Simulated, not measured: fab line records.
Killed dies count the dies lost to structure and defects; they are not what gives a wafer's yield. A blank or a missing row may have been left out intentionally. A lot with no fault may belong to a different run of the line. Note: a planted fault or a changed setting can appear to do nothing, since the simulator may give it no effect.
A lot that was struck, set against a sound lot + flow n5 finfet + 16 steps out of a route of 1938
Sound: the wafers L504.2, L504.5, L504.6. Struck: wafer L499.3. (L499.1, L499.2 of the same lot were not struck and are left out.) The cause comes at the end.
For every step that has rows: the tool of each side, followed by ch and its chambers, followed by its first start. Under that, the readings that differ: sound wafers + struck wafers + difference of the means + sigmas: that difference in standard deviations of wafers without a fault.
alike: readings with means less than 2 such deviations apart, plus words and numbers identical on both sides. not compared: withheld readings, readings lacking a value on some wafer, bounds such as >300 that could conceal the same value, and numbers that have no deviation in the record and whose values overlap.
A row with sigmas, a row that says differs or no value, or rows on one side alone: a step with any of these is where the two part. When numbers do not overlap yet have no deviation, they are printed without sigmas and do not part them. Lack of a reading on every wafer of one side parts them only where that side has two or more wafers.

N5_WELL_APT_OVL_MEAS_09:
  sound on overlay-01 ch 0, day 5 02:15; struck on overlay-01 ch 0, day 3 20:26
  alike: NWELL_OVL
N5_WELL_APT_INSPECT_10: inspects for defects (macro).
  sound on defect inspect-02, day 5 02:16; struck on defect inspect-02, day 3 20:28
  alike: raw defect count
N5_WELL_APT_DESCUM_13: chemistry O2, time 7.9 s.
  sound on rie diel-05 ch 1,2,3, day 5 02:23; struck on rie diel-02 ch 2, day 3 20:59
  alike: drypump motor current A, oes product au, rf vpp V, showerhead plenum p Torr, throttle valve pct
  not compared: rf hours counter h
then, 9 steps without rows for these wafers: N5_WELL_APT_IMPLANT_14; N5_WELL_APT_IMPLANT_15; N5_WELL_APT_STRIP_16 (strips in SPM, time 900 s); N5_WELL_APT_HMDS_18 (time 60 s); N5_WELL_APT_COAT_19 (resist thk 950 nm); N5_WELL_APT_EBR_21; N5_WELL_APT_SOFTBAKE_20 (time 60 s); N5_WELL_APT_EXPOSE_22 (exposes mask PWELL, defocus 0 nm, target cd 200 nm); N5_WELL_APT_PEB_23 (peb time 90 s).
N5_WELL_APT_DEVELOP_24: develop time 45 s.
  sound on litho track-05 ch 0, day 5 03:19; struck on litho track-02 ch 0, day 3 22:02
  not compared: model.WELL_APT.cd nm
then, 1 step without rows for these wafers: N5_WELL_APT_HARDBAKE_29 (time 120 s).
-- the record jumps here: 7 days lie between the struck wafers' starts before and after (it left off in module WELL_APT and takes up again in module BEOL_M4, whose first step shown is number 1111 of the route) --
N5_BEOL_M4_RC_MEAS_101:
  sound on prober-02 ch 0, day 12 01:32; struck on prober-01 ch 0, day 10 13:37
| reading       | sound       | struck | difference | sigmas |
|---------------|-------------|--------|------------|--------|
| DIBL_P (mV/V) | 40 37 37    | 32     | -6         | -2     |
| ION_N (uA/um) | 684 695 673 | 653    | -31        | -2     |
| VT_N (mV)     | 246 248 248 | 257    | +10        | +3     |
  alike: DIBL_N, IOFF_N, IOFF_P, ION_P, SS_N, SS_P, VT_P
-- here the record skips 4 days between the struck wafers' starts before and after, leaving off in module BEOL_M4 and picking up in module PASSIVATION (first step shown: number 1936 of the route) --
N5_PASSIVATION_PROBE_49:
  sound on prober-01, day 16 15:28; struck on prober-01, day 14 23:23
| reading               | sound       | struck | difference | sigmas |
|-----------------------|-------------|--------|------------|--------|
| killed_at_M0_to_M3    | 23 40 13    | 49     | +24        | +2     |
| sort_bin_6_memory (%) | 2.6 3.4 2.6 | 4.2    | +1.3       | +2     |
  alike: defect limited yield, killed_at_M4_up, killed at contacts, killed at front end, killed at other, killed dies, killed open, killed short, sort_bin_5_function, sort_bin_8_speed, sort n pass, sort yield pct

## WHERE THEY PART
First at N5_BEOL_M4_RC_MEAS_101; last, within this record, at N5_PASSIVATION_PROBE_49.

WHY: what the simulator had put in
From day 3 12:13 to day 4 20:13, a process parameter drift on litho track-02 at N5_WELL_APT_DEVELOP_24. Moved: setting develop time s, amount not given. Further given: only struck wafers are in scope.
